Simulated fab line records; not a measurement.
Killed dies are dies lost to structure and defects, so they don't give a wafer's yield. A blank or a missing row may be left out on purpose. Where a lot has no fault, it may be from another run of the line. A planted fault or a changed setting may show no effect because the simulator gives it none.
A lot that was struck, set against a sound lot ; flow n5-finfet ; 16 steps out of a route of 1938
Sound: these wafers, L824.1, L824.3, L824.6. Wafers L815.2, L815.3, L815.5 were the ones struck. The cause comes at the end.
For every step that has rows: the tool of each side, followed by ch and its chambers, followed by its first start. Under that, the readings that differ: sound wafers ; struck wafers ; difference of the means ; sigmas: that difference in standard deviations of wafers without a fault.
alike: same words and numbers on both sides, and readings whose means sit less than 2 such deviations apart. not compared: any withheld reading, any reading some wafer has no value for, any bound like >300 that may hide the same value, and any number with overlapping values for which the record gives no deviation.
Wherever a step has rows on one side only, a row that says differs or no value, or a row with sigmas, the two part there. When numbers do not overlap yet have no deviation, they are printed without sigmas and do not part them. A reading that every wafer of one side lacks parts them only if that side has two wafers or more.

first, 9 steps without rows for these wafers: N5_FIN_CUT_DEVELOP_07 (develop time 30 s); N5_FIN_CUT_DESCUM_13 (chemistry O2, time 7 s); N5_FIN_CUT_ETCH_30 (etches underlayer in N2/H2, target depth 13 nm, time 10.4 s); N5_FIN_CUT_ETCH_20 (etches SiARC in CF4, target depth 26 nm, time 43.3 s); N5_FIN_CUT_ETCH_21 (etches SOC in N2/H2, target depth 219 nm, overetch 43.8 nm, time 523.5 s); N5_FIN_CUT_STRIP_23 (strips in N2/H2); N5_FIN_CUT_STRIP_31 (strips in N2/H2); N5_FIN_CUT_STRIP_24 (strips in CF4); N5_FIN_CUT_CUT_ETCH_26 (etches SiNx in CH3F/O2, target depth 39 nm, time 55.7 s).
N5_FIN_CUT_CUT_ETCH_27: etches SiO2 in CHF3/O2, target depth 4 nm, overetch 2 nm, time 4.9 s.
  sound on rie-diel-03 ch 0,2,3, day 7 12:08; struck on rie-diel-02 ch 1,2, day 5 06:16
  no value came back on the struck wafers for any of 7 readings (CHF3_flow_sccm (sccm), O2_flow_sccm (sccm) and others); on the sound wafers CHF3_flow_sccm (sccm) reads 50.00 50.21 49.97
reading;sound;struck;difference;sigmas
model.SOC_of_FIN_CUT_COAT_18.thk-nm (nm);207.2 207.8 207.2;211.2 211.4 210.8;+3.7;
  not compared: rf-hours-counter-h
then, 2 steps without rows for these wafers: N5_FIN_CUT_PRECLEAN_35 (cleans in vHF, time 13.3 s); N5_FIN_CUT_CUT_ETCH_15 (etches Si in HBr/Cl2/O2, target depth 100 nm, bt time 10 s, time 42.4 s).
N5_FIN_CUT_CUT_ETCH_28: etches Si in HBr/Cl2/O2, target depth 6 nm, time 2.4 s.
  sound on rie-si-01 ch 0,3, day 7 12:20; struck on rie-si-02 ch 1,2, day 5 06:28
reading;sound;struck;difference;sigmas
throttle-valve-pct (%);37.3 37.7 37.3;36.9 36.5 36.5;-0.8;-3
model.SOC_of_FIN_CUT_COAT_18.thk-nm (nm);167 169 167.4;172.2 172.8 172;+4.5;
  alike: HBr_flow_sccm, O2_flow_sccm, drypump-motor-current-A, oes-product-au
  not compared: rf-hours-counter-h
then, 1 step without rows for these wafers: N5_FIN_CUT_STRIP_22 (strips in N2/H2).
N5_BEOL_M4_RC_MEAS_101:
  the record has rows for the sound wafers here (prober-01 ch 0, day 14 01:37) and none for the struck ones
-- a jump in the record: the struck wafers' starts before and after are 11 days apart (it breaks off in module BEOL_M4 and resumes in module PASSIVATION, where the first step shown is number 1936 of the route) --
N5_PASSIVATION_PROBE_49:
  sound on prober-01 at day 18 07:43; struck on prober-01 at day 16 04:18
reading;sound;struck;difference;sigmas
killed-at-front-end;35 54 41;1133 1127 1110;+1080;+90
killed-dies;94 113 126;1180 1180 1180;+1069;+59
killed-on-rim;20 10 10;152 152 152;+139;+31
  alike: killed_at_M0_to_M3, killed_at_M4_up, killed-at-contacts, killed-at-other, killed-open, killed-short

== WHERE THEY PART ==
Last at N5_PASSIVATION_PROBE_49 as far as this record goes, first at N5_FIN_CUT_CUT_ETCH_27.

WHY: what had been put in by the simulator
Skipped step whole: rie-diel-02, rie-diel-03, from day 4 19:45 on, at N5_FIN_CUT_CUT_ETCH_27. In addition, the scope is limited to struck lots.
